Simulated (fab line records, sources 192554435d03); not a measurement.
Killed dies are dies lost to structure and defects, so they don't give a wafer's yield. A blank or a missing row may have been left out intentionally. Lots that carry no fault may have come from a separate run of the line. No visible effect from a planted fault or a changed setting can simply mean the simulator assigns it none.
Split-lot trial | flow n5-finfet | 21 wafers read across 7 lots, on a route 1938 steps long

== ON THE SPLIT ==
At N5_MOL_CONTACT_COAG_COAT_34 (resist thk 40 nm), the setting spin-rpm was moved away from the recipe's 1500 rpm on 3 of the 21 wafers read, by +9.3% to +10.7%. All remaining wafers had this setting at the recipe value.

== FROM THE SPLIT TO THE READING: what the file shows between them, 3 steps ==
- N5_MOL_CONTACT_COAG_EBR_36
- N5_MOL_CONTACT_COAG_SOFTBAKE_35: time 60 s
- N5_MOL_CONTACT_COAG_DESCUM_45: chemistry O2, time 7 s

== THE READING ==
CAR-EUV_of_MOL_CONTACT_COAG_COAT_34.thk-nm (the simulator's own value, which no gauge read), in nm, at N5_MOL_CONTACT_COAG_ETCH_65 (etches underlayer in N2/H2, target depth 13 nm, time 10.4 s). No usual value for it is given in the file. The 18 wafers here that ran the recipe average 24.6 nm, standard deviation 0.13 nm.

wafer  | tool, chamber at the split | spin-rpm as run, rpm | against the recipe | CAR-EUV_of_MOL_CONTACT_COAG_COAT_34.thk-nm, nm | against lot-mates on the recipe
L078.1 | litho-track-02, 0          | 1661                 | +10.7%             | 22.6                                           | -2.0
L078.4 | litho-track-02, 0          | 1500                 | recipe             | 24.6                                           | -
L078.6 | litho-track-02, 0          | 1661                 | +10.7%             | 22.4                                           | -2.2
L079.2 | litho-track-04, 0          | 1500                 | recipe             | 24.8                                           | -
L079.3 | litho-track-04, 0          | 1500                 | recipe             | 24.6                                           | -
L079.5 | litho-track-04, 0          | 1500                 | recipe             | 24.6                                           | -
L082.4 | litho-track-01, 0          | 1500                 | recipe             | 24.4                                           | -
L082.5 | litho-track-01, 0          | 1500                 | recipe             | 24.6                                           | -
L082.6 | litho-track-01, 0          | 1639                 | +9.3%              | 22.6                                           | -1.9
L083.2 | litho-track-01, 0          | 1500                 | recipe             | 24.6                                           | -
L083.4 | litho-track-01, 0          | 1500                 | recipe             | 24.6                                           | -
L083.6 | litho-track-01, 0          | 1500                 | recipe             | 24.6                                           | -
L086.3 | litho-track-01, 0          | 1500                 | recipe             | 24.8                                           | -
L086.6 | litho-track-01, 0          | 1500                 | recipe             | 24.8                                           | -
L086.5 | litho-track-01, 0          | 1500                 | recipe             | 24.4                                           | -
L093.1 | litho-track-02, 0          | 1500                 | recipe             | 24.6                                           | -
L093.5 | litho-track-02, 0          | 1500                 | recipe             | 24.6                                           | -
L093.6 | litho-track-02, 0          | 1500                 | recipe             | 24.6                                           | -
L097.1 | litho-track-02, 0          | 1500                 | recipe             | 24.4                                           | -
L097.5 | litho-track-02, 0          | 1500                 | recipe             | 24.4                                           | -
L097.6 | litho-track-02, 0          | 1500                 | recipe             | 24.4                                           | -

THE FIT
A straight line over all 21 wafers: CAR-EUV_of_MOL_CONTACT_COAG_COAT_34.thk-nm changes by -0.199 nm for each +1% of spin-rpm; r = -0.98; the points scatter about the line by 0.14 nm.
The same after taking each lot's own level away (the mean of its wafers on the recipe; 21 wafers): -0.198 nm for each +1%; r = -0.99; scatter 0.097 nm.
That fit puts the effect of the largest move of spin-rpm on the reading at 2.1 nm.
From 24.40 to 24.67 nm: that is the span of the lots' own levels, equal to 2.0 times the standard deviation above.
The two slopes are in agreement: the lot-to-lot level therefore moves the slope only a little.
Check: for one of the wafers moved furthest among these (+10.7%), held out of the fit, the line's prediction against its lot-mates is -2.2 nm. Against them it came out at -2 nm.

== OTHER SPLITS APPLIED TO THESE WAFERS ==
Before the reading, these wafers also passed through other splits. Each is held against what the fit with the lots' levels taken away leaves over:
other split on the same wafers      | wafers away from the commonest value | r with CAR-EUV_of_MOL_CONTACT_COAG_COAT_34.thk-nm (lot level and that fit taken away)
N5_SDB_COAT_03 spin-rpm             | 8                                    | -0.10
N5_GATE_CUT_ETCH_58 bias-w          | 10                                   | +0.01
N5_MOL_CONTACT_COAG_ETCH_105 bias-w | 8                                    | -0.28

== THE WHOLE CHAIN: every reading that the file lists as answering this split, in the file's order ==
step                          | what it does                                                | reading                                                                                     | change (the file's fit)               | r (the file's)
N5_MOL_CONTACT_COAG_COAT_34   | resist thk 40 nm                                            | CAR-EUV_of_MOL_CONTACT_COAG_COAT_34.thk-nm (the simulator's own value, which no gauge read) | -0.19 nm for each +1% of the setting  | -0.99
N5_MOL_CONTACT_COAG_DESCUM_45 | chemistry O2, time 7 s                                      | CAR-EUV_of_MOL_CONTACT_COAG_COAT_34.thk-nm (the simulator's own value, which no gauge read) | -0.206 nm for each +1% of the setting | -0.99
N5_MOL_CONTACT_COAG_ETCH_65   | etches underlayer in N2/H2, target depth 13 nm, time 10.4 s | CAR-EUV_of_MOL_CONTACT_COAG_COAT_34.thk-nm (the simulator's own value, which no gauge read) | -0.2 nm for each +1% of the setting   | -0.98

== FILE'S OWN FIT ==
CAR-EUV_of_MOL_CONTACT_COAG_COAT_34.thk-nm changes by -0.2 nm for each +1% of spin-rpm, r = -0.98.
